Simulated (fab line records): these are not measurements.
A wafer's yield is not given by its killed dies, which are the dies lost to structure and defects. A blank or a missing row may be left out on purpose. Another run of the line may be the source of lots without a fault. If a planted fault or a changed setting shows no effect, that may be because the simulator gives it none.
fab line records -- flow nandHarc
record: lots: 7, wafers: 21, lastDay: 24
route steps=1159 shown P_CONTACT@241 P_M0@253 END@1159
lots that met no fault: from a run of the same line without faults
startH: hours from the record's first day to the start of the lot's first wafer shown -- waitH: how many hours have passed since the lot's step before this one -- " same as the row above -- L1.1+2: a single row standing in for several wafers -- - no value, or no start was given -- * or withheld: withheld -- < > ~ a bound
route shown NAME@n: a module of which the file shows steps, and the number in the route of the first -- usual: the fault-free wafers' mean and standard deviation -- same: alike in all rows -- chamber/n: place in a boat -- sites: readings site by site -- _std_site: standard deviation across them -- _edge_site: the outer-site mean with the inner-site mean subtracted -- radiusMm: how far each site lies from the wafer's centre -- mask NAME#n: copy n -- behind: the most recent tool/chamber to have shaped the wafer -- hold: why the lot went on hold/how many hours it stayed there/how the hold came to an end -- device: transistor that didn't switch, given as n, p or np -- end of line: the tests these same wafers got at the end of their route -- a step with no rows: only its recipe -- killed: dies lost to structure and defects at the first sort, not the wafer's yield -- map: the dies of a wafer, with x for killed, . for not killed, _ for no die there
set.NAME: the run value of the setting; set.NAME@STEP: its run value at that earlier step -- model.NAME: the simulator's own value behind a step, which no gauge read
lots seen at some steps along the route; tables by step, rows by wafer
services: when a tool's chamber went out of use (startH, in hours from the record's first day, below 0 if earlier), for how many hours, and the reason
== steps ==
step: NHARC_P_CONTACT_CD_MEAS_19
usual: cdNm: 89.9/1.9
lot.wafer,tool,chamber,startH,waitH,cdNm
L693.1,cdSem-03,-,111.05,-,88.8
L693.2,cdSem-03,-,111.05,-,89.7
L693.5,cdSem-03,-,111.05,-,87.2
L697.1,cdSem-02,-,136.57,-,91.3
L697.3,cdSem-02,-,136.57,-,88.9
L697.4,cdSem-02,-,136.57,-,90.5
L703.1,cdSem-02,-,163.96,-,90.8
L703.2,cdSem-02,-,163.96,-,87.4
L703.5,cdSem-02,-,163.96,-,92.1
L706.2,cdSem-01,-,188.80,-,91.7
L706.4,cdSem-01,-,188.80,-,91.4
L706.6,cdSem-01,-,188.80,-,91.3
L707.1,cdSem-02,-,199.72,-,91.9
L707.2,cdSem-02,-,199.72,-,87.7
L707.5,cdSem-02,-,199.72,-,87.2
L712.1,cdSem-03,-,222.24,-,88.7
L712.3,cdSem-03,-,222.24,-,90.6
L712.4,cdSem-03,-,222.24,-,92.3
L714.1,cdSem-01,-,238.60,-,90.8
L714.5,cdSem-01,-,238.60,-,92.8
L714.6,cdSem-01,-,238.60,-,90.9
step: NHARC_P_CONTACT_STRIP_28
recipe: o2FlowSccm: 500, arFlowSccm: 0, biasW: 0, chemistry: O2
step: NHARC_P_CONTACT_STRIP_29
recipe: timeS: 1200, tempC: 72.5, chemistry: postEtchResidueRemover
step: NHARC_P_CONTACT_DEGAS_38
recipe: tempC: 300, timeS: 60
usual: heaterPowerW: 484/57
lot.wafer,tool,chamber,startH,waitH,heaterPowerW
L693.2,pvdSputter-02,-,111.79,-,503
L693.1,pvdSputter-02,-,111.79,-,538
L693.5,pvdSputter-02,-,111.79,-,502
L697.1,pvdSputter-02,-,137.32,-,385
L697.3,pvdSputter-02,-,137.32,-,526
L697.4,pvdSputter-02,-,137.32,-,530
L703.1,pvdSputter-02,-,164.67,-,377
L703.2,pvdSputter-02,-,164.67,-,514
L703.5,pvdSputter-02,-,164.67,-,543
L706.2,pvdSputter-03,-,189.51,-,605
L706.4,pvdSputter-03,-,189.51,-,500
L706.6,pvdSputter-03,-,189.51,-,426
L707.1,pvdSputter-02,-,200.45,-,521
L707.2,pvdSputter-02,-,200.45,-,494
L707.5,pvdSputter-02,-,200.45,-,384
L712.3,pvdSputter-01,-,222.97,-,440
L712.1,pvdSputter-01,-,222.97,-,492
L712.4,pvdSputter-01,-,222.97,-,505
L714.1,pvdSputter-01,-,239.33,-,503
L714.5,pvdSputter-01,-,239.33,-,446
L714.6,pvdSputter-01,-,239.33,-,494
step: NHARC_P_CONTACT_PRE_CLEAN_39
recipe: timeS: 19.5, biasV: 250, gas: Ar
step: NHARC_P_CONTACT_PVD_32
recipe: targetThkA: 50, chamberPressurePa: 5, powerW: 5000, substrateTempC: 200, timeS: 17.7, material: Ti
usual: throttleValvePct: 29.9/1.1
lot.wafer,tool,chamber,startH,waitH,throttleValvePct
L693.1,pvdSputter-02,-,-,-,30.9
L693.2,pvdSputter-02,-,-,-,28.6
L693.5,pvdSputter-02,-,-,-,28.9
L697.4,pvdSputter-02,-,-,-,28.9
L697.3,pvdSputter-02,-,-,-,28.2
L697.1,pvdSputter-02,-,-,-,30.8
L703.2,pvdSputter-02,-,-,-,29.4
L703.1,pvdSputter-02,-,-,-,28.6
L703.5,pvdSputter-02,-,-,-,29.2
L706.2,pvdSputter-03,-,-,-,31.8
L706.4,pvdSputter-03,-,-,-,30.0
L706.6,pvdSputter-03,-,-,-,32.0
L707.2,pvdSputter-02,-,-,-,28.5
L707.1,pvdSputter-02,-,-,-,30.9
L707.5,pvdSputter-02,-,-,-,28.4
L712.4,pvdSputter-01,-,-,-,28.7
L712.1,pvdSputter-01,-,-,-,30.3
L712.3,pvdSputter-01,-,-,-,31.4
L714.1,pvdSputter-01,-,-,-,30.1
L714.5,pvdSputter-01,-,-,-,31.3
L714.6,pvdSputter-01,-,-,-,30.8
step: NHARC_P_CONTACT_ALD_22
recipe: targetThkA: 30, pulseTimeS: 1, aldCycles: 150, tempC: 450, material: TiN
usual: heaterPowerW: 1145/130, precursorPulseHeightRel: 1.000/0.019
lot.wafer,tool,chamber,startH,waitH,heaterPowerW,precursorPulseHeightRel
L693.2,aldMetal-04,0,112.09,-,1107,0.994
L693.1,aldMetal-04,1,112.09,-,998,1.042
L693.5,aldMetal-04,1,112.09,-,1008,0.974
L697.1,aldMetal-04,3,137.55,-,1326,1.020
L697.3,aldMetal-04,1,137.55,-,1027,1.004
L697.4,aldMetal-04,2,137.55,-,1345,0.981
L703.2,aldMetal-02,1,164.95,-,1139,1.013
L703.1,aldMetal-02,2,164.95,-,1214,1.004
L703.5,aldMetal-02,0,164.95,-,1024,1.009
L706.2,aldMetal-04,2,189.89,-,1349,0.985
L706.4,aldMetal-04,3,189.89,-,1336,1.025
L706.6,aldMetal-04,3,189.89,-,1297,1.014
L707.1,aldMetal-04,0,200.70,-,1095,0.999
L707.2,aldMetal-04,1,200.70,-,993,0.993
L707.5,aldMetal-04,3,200.70,-,1349,1.001
L712.1,aldMetal-04,1,223.21,-,1029,1.033
L712.4,aldMetal-04,3,223.21,-,1328,1.025
L712.3,aldMetal-04,0,223.21,-,1071,0.994
L714.1,aldMetal-02,1,239.55,-,1232,0.997
L714.5,aldMetal-02,1,239.55,-,1196,1.018
L714.6,aldMetal-02,0,239.55,-,1086,1.033
step: NHARC_P_CONTACT_CVD_23
recipe: targetThkA: 2000, tempC: 300, pressureTorr: 40, wf6FlowSccm: 40, h2FlowSccm: 1600, arFlowSccm: 1560, timeS: 557, material: W
usual: heaterPowerW: 491/47, throttleValvePct: 7.74/0.22
lot.wafer,tool,chamber,startH,waitH,heaterPowerW,throttleValvePct
L693.2,cvdW-02,0,-,-,451,7.79
L693.1,cvdW-02,1,-,-,441,7.71
L693.5,cvdW-02,1,-,-,459,7.51
L697.1,cvdW-01,0,-,-,480,7.54
L697.4,cvdW-01,1,-,-,548,7.63
L697.3,cvdW-01,0,-,-,476,7.52
L703.1,cvdW-02,0,-,-,433,7.78
L703.2,cvdW-02,1,-,-,461,7.87
L703.5,cvdW-02,0,-,-,444,7.52
L706.2,cvdW-02,1,-,-,456,7.88
L706.4,cvdW-02,1,-,-,451,7.99
L706.6,cvdW-02,0,-,-,449,7.69
L707.2,cvdW-01,0,-,-,485,7.44
L707.1,cvdW-01,1,-,-,559,7.92
L707.5,cvdW-01,0,-,-,475,7.42
L712.1,cvdW-01,1,-,-,564,8.29
L712.3,cvdW-01,1,-,-,559,8.13
L712.4,cvdW-01,0,-,-,488,7.81
L714.1,cvdW-01,0,-,-,490,7.60
L714.6,cvdW-01,0,-,-,478,7.51
L714.5,cvdW-01,1,-,-,546,8.13
step: NHARC_P_CONTACT_CMP_24
recipe: tOverpolishS: 30, targetThkNm: 200
usual: motorCurrentA: 12.4/1.4, overpolishRunS: 30.000/0.0088, slurryFlowMlMin: 150.0/0.44, timeToEndpointS: 40/3
lot.wafer,tool,chamber,startH,waitH,motorCurrentA,overpolishRunS,slurryFlowMlMin,timeToEndpointS
L693.1,cmp-04,3,117.94,0.5,11.4,29.994,150.6,43
L693.2,cmp-04,2,117.94,0.5,12.1,30.004,150.3,40
L693.5,cmp-04,3,117.94,0.5,11.8,29.998,149.9,42
L697.4,cmp-04,3,138.42,0.4,10.9,30.008,150.7,42
L697.3,cmp-04,0,138.42,0.4,13.5,29.997,150.2,43
L697.1,cmp-04,2,138.42,0.4,12.4,30.001,150.4,37
L703.2,cmp-01,1,170.02,0.5,15.7,29.998,149.8,36
L703.1,cmp-01,2,170.02,0.5,10.2,29.997,149.6,36
L703.5,cmp-01,1,170.02,0.5,14.9,29.986,150.0,36
L706.2,cmp-01,1,190.76,0.6,15.9,29.995,149.9,36
L706.4,cmp-01,3,190.76,0.6,14.5,29.999,149.3,41
L706.6,cmp-01,0,190.76,0.6,11.9,29.991,150.1,44
L707.2,cmp-01,3,213.57,0.6,13.9,30.006,150.7,39
L707.1,cmp-01,1,213.57,0.6,14.9,29.999,149.6,36
L707.5,cmp-01,0,213.57,0.6,11.3,30.011,149.8,44
L712.1,cmp-04,3,231.33,0.6,11.9,29.990,150.5,40
L712.3,cmp-04,0,231.33,0.6,12.8,30.006,149.8,42
L712.4,cmp-04,1,231.33,0.6,11.9,29.986,149.6,40
L714.1,cmp-04,0,244.60,0.6,12.6,30.010,149.3,44
L714.6,cmp-04,1,244.60,0.6,12.3,29.983,149.7,44
L714.5,cmp-04,2,244.60,0.6,12.3,29.996,151.2,40
step: NHARC_P_CONTACT_SRD_26
step: NHARC_P_CONTACT_INSPECT_27
usual: rawDefectCount: 252/84
lot.wafer,tool,chamber,startH,waitH,rawDefectCount
L693.1,defectInspect-02,-,118.34,0.1,182
L693.2,defectInspect-02,-,118.34,0.1,226
L693.5,defectInspect-02,-,118.34,0.1,246
L697.1,defectInspect-02,-,138.82,0.1,137
L697.3,defectInspect-02,-,138.82,0.1,153
L697.4,defectInspect-02,-,138.82,0.1,234
L703.1,defectInspect-01,-,170.40,0.1,287
L703.2,defectInspect-01,-,170.40,0.1,393
L703.5,defectInspect-01,-,170.40,0.1,310
L706.2,defectInspect-01,-,191.14,0.1,271
L706.4,defectInspect-01,-,191.14,0.1,366
L706.6,defectInspect-01,-,191.14,0.1,220
L707.1,defectInspect-01,-,213.97,0.1,121
L707.2,defectInspect-01,-,213.97,0.1,342
L707.5,defectInspect-01,-,213.97,0.1,157
L712.1,defectInspect-02,-,231.73,0.1,347
L712.3,defectInspect-02,-,231.73,0.1,237
L712.4,defectInspect-02,-,231.73,0.1,153
L714.1,defectInspect-01,-,244.94,0.1,302
L714.5,defectInspect-01,-,244.94,0.1,418
L714.6,defectInspect-01,-,244.94,0.1,459
step: NHARC_P_M0_DEP_00
recipe: targetThkA: 1500, targetThkNm: 150, tempC: withheld, pressureTorr: 5, flowSccm: 200, rfW: 600, material: SiOC
lot.wafer,tool,chamber,startH,waitH
L693.1+2+5,pecvd-04,"0,1,2",118.41,0.1
L697.3+1+4,pecvd-03,"0,1,2",138.88,0.1
L703.2+1+5,pecvd-04,"0,2,0",170.53,0.1
L706.2+4+6,pecvd-04,"0,0,2",191.21,0.1
L707.1+2+5,pecvd-04,"1,2,0",214.08,0.1
L712.1+3+4,pecvd-02,"2,0,2",231.80,0.1
L714.1+5+6,pecvd-02,"0,0,1",245.00,0.1
step: NHARC_P_M0_DEHYDRATE_01
recipe: tempC: 150, timeS: 120
step: NHARC_P_M0_HMDS_02
recipe: timeS: 30
step: NHARC_P_M0_COAT_33
recipe: tempC: 200, timeS: 65
step: NHARC_P_M0_COAT_03
recipe: spinRpm: 1500, resistThkNm: 90
step: NHARC_P_M0_SOFTBAKE_04
recipe: tempC: 105, timeS: 55
step: NHARC_P_M0_EBR_05
step: NHARC_P_M0_EXPOSE_06
recipe: na: 1.35, targetCdNm: 90, doseMj: 81.28, maskId: P_M0
step: NHARC_P_M0_PEB_07
recipe: pebTempC: 100, pebTimeS: 65
step: NHARC_P_M0_DEVELOP_08
recipe: developTimeS: 35, devTempC: 23
step: NHARC_P_M0_CD_MEAS_09
recipe: targetCdNm: 90, landingEnergyEv: 500
usual: cdNm: 90.1/0.64
lot.wafer,tool,chamber,startH,waitH,cdNm
L693.1,cdSem-03,0,119.12,-,89.9
L693.2,cdSem-03,0,119.12,-,89.0
L693.5,cdSem-03,0,119.12,-,90.0
L697.1,cdSem-02,0,139.60,-,90.2
L697.3,cdSem-02,0,139.60,-,89.7
L697.4,cdSem-02,0,139.60,-,88.9
L703.1,cdSem-02,0,171.50,-,89.9
L703.2,cdSem-02,0,171.50,-,90.3
L703.5,cdSem-02,0,171.50,-,90.6
L706.2,cdSem-02,0,192.04,-,90.3
L706.4,cdSem-02,0,192.04,-,90.7
L706.6,cdSem-02,0,192.04,-,90.7
L707.1,cdSem-01,0,214.74,-,90.3
L707.2,cdSem-01,0,214.74,-,90.6
L707.5,cdSem-01,0,214.74,-,89.2
L712.1,cdSem-02,0,232.63,-,89.4
L712.3,cdSem-02,0,232.63,-,90.6
L712.4,cdSem-02,0,232.63,-,89.7
L714.1,cdSem-02,0,245.74,-,91.2
L714.5,cdSem-02,0,245.74,-,89.5
L714.6,cdSem-02,0,245.74,-,90.1
step: NHARC_P_M0_OVL_MEAS_10
recipe: pitchNm: 180
usual: overlayXNm: 0.1/0.87, overlayYNm: -0.3/0.81
lot.wafer,tool,chamber,startH,waitH,overlayXNm,overlayYNm
L693.1,overlay-01,-,119.20,-,-1.2,1.0
L693.2,overlay-01,-,119.20,-,-1.5,0.7
L693.5,overlay-01,-,119.20,-,-1.5,0.3
L697.1,overlay-01,-,139.69,-,-1.4,-0.6
L697.3,overlay-01,-,139.69,-,-1.2,-0.5
L697.4,overlay-01,-,139.69,-,-1.8,-0.8
L703.1,overlay-01,-,171.59,-,-0.4,0.3
L703.2,overlay-01,-,171.59,-,0.3,-0.2
L703.5,overlay-01,-,171.59,-,-0.4,0.1
L706.2,overlay-01,-,192.13,-,1.0,1.7
L706.4,overlay-01,-,192.13,-,0.5,1.0
L706.6,overlay-01,-,192.13,-,0.8,1.1
L707.1,overlay-02,-,214.83,-,0.8,-0.4
L707.2,overlay-02,-,214.83,-,0.5,-0.9
L707.5,overlay-02,-,214.83,-,0.7,-0.8
L712.1,overlay-01,-,232.72,-,1.4,-0.8
L712.3,overlay-01,-,232.72,-,1.3,-0.4
L712.4,overlay-01,-,232.72,-,1.5,-1.3
L714.1,overlay-01,-,245.84,-,0.4,-0.4
L714.5,overlay-01,-,245.84,-,0.0,-0.4
L714.6,overlay-01,-,245.84,-,-0.1,-0.6
step: NHARC_P_M0_INSPECT_11
usual: rawDefectCount: 3.9/2.3
lot.wafer,tool,chamber,startH,waitH,rawDefectCount
L693.1,defectInspect-02,-,119.24,0.0,3
L693.2,defectInspect-02,-,119.24,0.0,8
L693.5,defectInspect-02,-,119.24,0.0,7
L697.1,defectInspect-01,-,139.73,0.0,4
L697.3,defectInspect-01,-,139.73,0.0,5
L697.4,defectInspect-01,-,139.73,0.0,4
L703.1,defectInspect-02,-,171.63,0.0,800
L703.2,defectInspect-02,-,171.63,0.0,844
L703.5,defectInspect-02,-,171.63,0.0,810
L706.2,defectInspect-01,-,192.17,0.0,810
L706.4,defectInspect-01,-,192.17,0.0,819
L706.6,defectInspect-01,-,192.17,0.0,860
L707.1,defectInspect-01,-,214.86,0.0,853
L707.2,defectInspect-01,-,214.86,0.0,812
L707.5,defectInspect-01,-,214.86,0.0,850
L712.1,defectInspect-01,-,232.76,0.0,7
L712.3,defectInspect-01,-,232.76,0.0,13
L712.4,defectInspect-01,-,232.76,0.0,7
L714.1,defectInspect-01,-,245.88,0.0,3
L714.5,defectInspect-01,-,245.88,0.0,5
L714.6,defectInspect-01,-,245.88,0.0,3
step: NHARC_P_M0_DESCUM_14
recipe: timeS: 3, o2FlowSccm: 200, arFlowSccm: 0, biasPowerW: 0, chemistry: O2
step: NHARC_END_SORT_01
recipe: tempC: 25
usual: defectLimitedYield: 95.7/1.5, killedAtArray: 25/9.5, killedAtOther: 0.8/1.2, killedAtPeriphery: 3.4/2.2, killedDies: 29/10, killedOpen: 3.3/1.8, killedShort: 2.1/1.4, sort_bin_2_pct: 1.4/0.63, sort_bin_3_pct: 0.22/0.2, sort_bin_4_pct: 2.7/0.96, sortNPass: 648/10, sortRimYieldPct: 95.6/2.8, sortYieldPct: 95.7/1.5
same: grossDies: 677, sort_bin_5_pct[%]: 0, sort_bin_6_pct[%]: 0, sort_bin_7_pct[%]: 0, sort_bin_8_pct[%]: 0, sortRimNGross: 106.00
lot.wafer,tool,chamber,startH,waitH,defectLimitedYield[%],killedAtArray,killedAtOther,killedAtPeriphery,killedDies,killedOpen,killedShort,sort_bin_2_pct[%],sort_bin_3_pct[%],sort_bin_4_pct[%],sortNPass,sortRimYieldPct[%],sortYieldPct[%]
L703.1,prober-02,0,503.23,2.5,80.2,41,0,93,134,4,4,9.2,4.58,6.1,543,90.6,80.2
L703.2,prober-02,0,504.02,2.8,82.1,29,0,92,121,4,1,6.9,5.02,5.9,556,95.3,82.1
L703.5,prober-02,0,506.41,3.7,81.5,31,0,94,125,4,1,7.8,4.28,6.4,552,94.3,81.5
L706.2,prober-02,0,511.78,2.8,82.4,18,0,101,119,1,3,7.8,3.84,5.9,558,90.6,82.4
L706.4,prober-02,0,513.40,3.4,82.9,17,2,97,116,3,2,6.5,4.14,6.5,561,90.6,82.9
L706.6,prober-02,0,515.02,4.1,83.5,21,0,91,112,2,2,7.5,4.58,4.4,565,97.2,83.5
L707.1,prober-01,0,545.62,2.4,83.2,16,0,98,114,1,1,8.6,4.73,3.5,563,99.1,83.2
L707.2,prober-01,0,546.43,2.8,82.0,26,2,94,122,5,1,8.7,3.10,6.2,555,95.3,82.0
L707.5,prober-01,0,548.85,3.7,82.0,21,3,98,122,2,3,6.6,4.87,6.5,555,97.2,82.0
killed by level:class
L703.1 P_M0:unspecified=88 A_SLIT:chamberFilmFlake=16 A_CHANNEL_HOLE_D1:chamberFilmFlake=13 A_CONTACT:chamberFilmFlake=4 A_M0:geometricParticle:open=2 A_STAIRCASE:chamberFilmFlake=2 P_GATE:geometricParticle:open=1 P_GATE:geometricParticle:short=1
L703.2 P_M0:unspecified=90 A_CHANNEL_HOLE_D1:chamberFilmFlake=16 A_CONTACT:chamberFilmFlake=5 A_SLIT:chamberFilmFlake=4 A_WL_FILL:geometricParticle:open=3 P_M2:geometricParticle:open=1 A_WL_FILL:geometricParticle:short=1 P_GATE:chamberFilmFlake=1
L703.5 P_M0:unspecified=91 A_CHANNEL_HOLE_D1:chamberFilmFlake=20 A_SLIT:chamberFilmFlake=4 A_CONTACT:chamberFilmFlake=4 P_CONTACT:geometricParticle:open=1 P_M0:geometricParticle:open=1 P_M1:geometricParticle:open=1 A_ONON_D1:geometricParticle:open=1
L706.2 P_M0:unspecified=97 A_SLIT:chamberFilmFlake=10 P_STI:chamberFilmFlake=2 P_GATE:chamberFilmFlake=2 A_CHANNEL_HOLE_D1:chamberFilmFlake=2 A_CONTACT:chamberFilmFlake=2 A_CHANNEL_HOLE_D1:geometricParticle:short=1 A_CHANNEL_FILL_D1:geometricParticle:open=1
L706.4 P_M0:unspecified=96 A_SLIT:chamberFilmFlake=7 A_WL_FILL:geometricParticle:short=2 A_CONTACT:chamberFilmFlake=2 HYBRID_BOND:latent=2 A_CHANNEL_FILL_D1:geometricParticle:open=1 A_WL_FILL:geometricParticle:open=1 A_M1:geometricParticle:open=1
L706.6 P_M0:unspecified=89 A_SLIT:chamberFilmFlake=13 A_CHANNEL_HOLE_D1:chamberFilmFlake=2 A_CONTACT:chamberFilmFlake=2 P_M0:geometricParticle:open=1 A_ONON_D1:geometricParticle:short=1 A_CONTACT:geometricParticle:short=1 A_CONTACT:geometricParticle:open=1
L707.1 P_M0:unspecified=95 A_CHANNEL_HOLE_D1:chamberFilmFlake=11 P_GATE:chamberFilmFlake=2 A_WL_FILL:chamberFilmFlake=2 P_GATE:geometricParticle:open=1 A_SOURCE_PLATE:geometricParticle:short=1 A_STAIRCASE:chamberFilmFlake=1 A_CONTACT:chamberFilmFlake=1
L707.2 P_M0:unspecified=92 A_CHANNEL_HOLE_D1:chamberFilmFlake=18 A_CONTACT:geometricParticle:open=2 A_M0:geometricParticle:open=2 THIN_TSV:chamberFilmFlake=2 A_CONTACT:chamberFilmFlake=2 P_M1:geometricParticle:open=1 A_CONTACT:geometricParticle:short=1
L707.5 P_M0:unspecified=96 A_CHANNEL_HOLE_D1:chamberFilmFlake=13 A_ZERO_WELL:chamberFilmFlake=3 THIN_TSV:chamberFilmFlake=3 P_CONTACT:geometricParticle:open=1 A_CHANNEL_FILL_D1:geometricParticle:short=1 A_SGD_CUT:geometricParticle:short=1 A_CONTACT:geometricParticle:short=1
map L703.1 (x killed, . not)
____________.____________
_________......._________
_______..........._______
______x........x...______
_____.x............._____
____...x.x...........____
____...xx.x..........____
___.x..x.............x___
___...................___
__x..x.x.......x..x....__
__..x..x.........x.x.x.__
_.....x.......xxxxxxxx.._
_............x.xxxxxxx.._
_.............x.xxxxxx.._
_..............xxxxxxx.._
_.............xxxxxxxxx._
..............xxxxxxxx...
..............xxxxxxxxxx.
........x..x...xxxxxxxx.x
.....x..xx..x..xxxxxxx..x
.x...............xxxxxx..
_................xx.x..._
_......xxxxx.....x.x...._
_.........x............._
_.......x.xxx..........x_
_........x.............._
__........x............__
__.....................__
___...................___
___.......x...........___
____.................____
____..........x......____
_____............x.._____
______....x........______
_______..........._______
_________..x...x_________
____________x____________
map L706.2 (x killed, . not)
____________x____________
_________..xxxxx_________
_______...xxxx.x.._______
______......x......______
_____......x........_____
____.................____
____.................____
___...................___
___..................x___
__.....................__
__.....................__
_.........x............._
_..........x.xxxxx......_
_............xxxxx......_
_.......x.xxxxxxx......._
_..........xxxxxxx......_
...........xxxxxxxx......
..........xxxxxxxx.......
......x..xxxxxxxxx.......
.........xxxxxxxxx.......
.....x....xxxxxxxx.......
_.........xxxxxxxxx....._
_........x.xxxxxxx......_
_.........x.xxxxxx......_
_.............x........._
_...........x..x........_
__..........x..........__
__...............x.....__
___................x..___
___...................___
____................x____
____.................____
_____......xx......._____
______.............______
_______..........._______
_________x......_________
____________.____________
== services ==
tool,chamber,startH,hours,kind
pecvd-03,0,96.22,8.7,repair
aldMetal-04,3,99.37,8.6,repair
cvdW-02,0,99.49,3.1,repair
pvdSputter-03,-,102.00,10.0,pm
cmp-04,-,105.00,4.0,pm
pecvd-03,-,111.00,13.0,pm
cvdW-01,-,115.67,13.0,pm
aldMetal-02,3,126.61,29.1,repair
pecvd-02,-,153.53,13.0,pm
pecvd-04,1,153.72,23.2,repair
pvdSputter-01,-,158.02,10.0,pm
cmp-01,-,182.75,4.0,pm
aldMetal-02,-,186.00,10.0,pm
aldMetal-04,2,194.20,10.8,repair
pecvd-04,-,195.42,13.0,pm
cvdW-02,-,198.06,13.0,pm
cmp-04,-,203.01,4.0,pm
aldMetal-02,1,209.48,26.4,repair
pvdSputter-02,-,210.87,8.0,repair
cvdW-02,0,215.94,1.6,repair
pvdSputter-02,-,218.88,10.0,pm
pecvd-02,-,219.77,1.0,repair
aldMetal-02,3,225.86,27.1,repair
aldMetal-04,-,228.16,10.0,pm
== key ==
firstSign: step: NHARC_P_M0_INSPECT_11, reading: rawDefectCount, direction: up, sigmas: 99+, usual: 3.9, struck: 828.7
effect: step: NHARC_END_SORT_01, reading: killedAtPeriphery, direction: up, sigmas: 42, usual: 3.4, struck: 95.3
moreKillsBornAt: NHARC_P_M0_DEP_00@pecvd-04: 834
metAt NHARC_P_M0_DEP_00
struckWafers L703.1,L703.2,L703.5,L706.2,L706.4,L706.6,L707.1,L707.2,L707.5
onsetBetween 118.41 170.53
alsoFits NHARC_P_CONTACT_CMP_24:cmp-01
fault: kind: chamberParticleSource, tool: pecvd-04, chamber: -, onsetH: 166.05, steps: NHARC_P_M0_DEP_00, ratePerVisitCm2: 1.3011, endH: 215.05
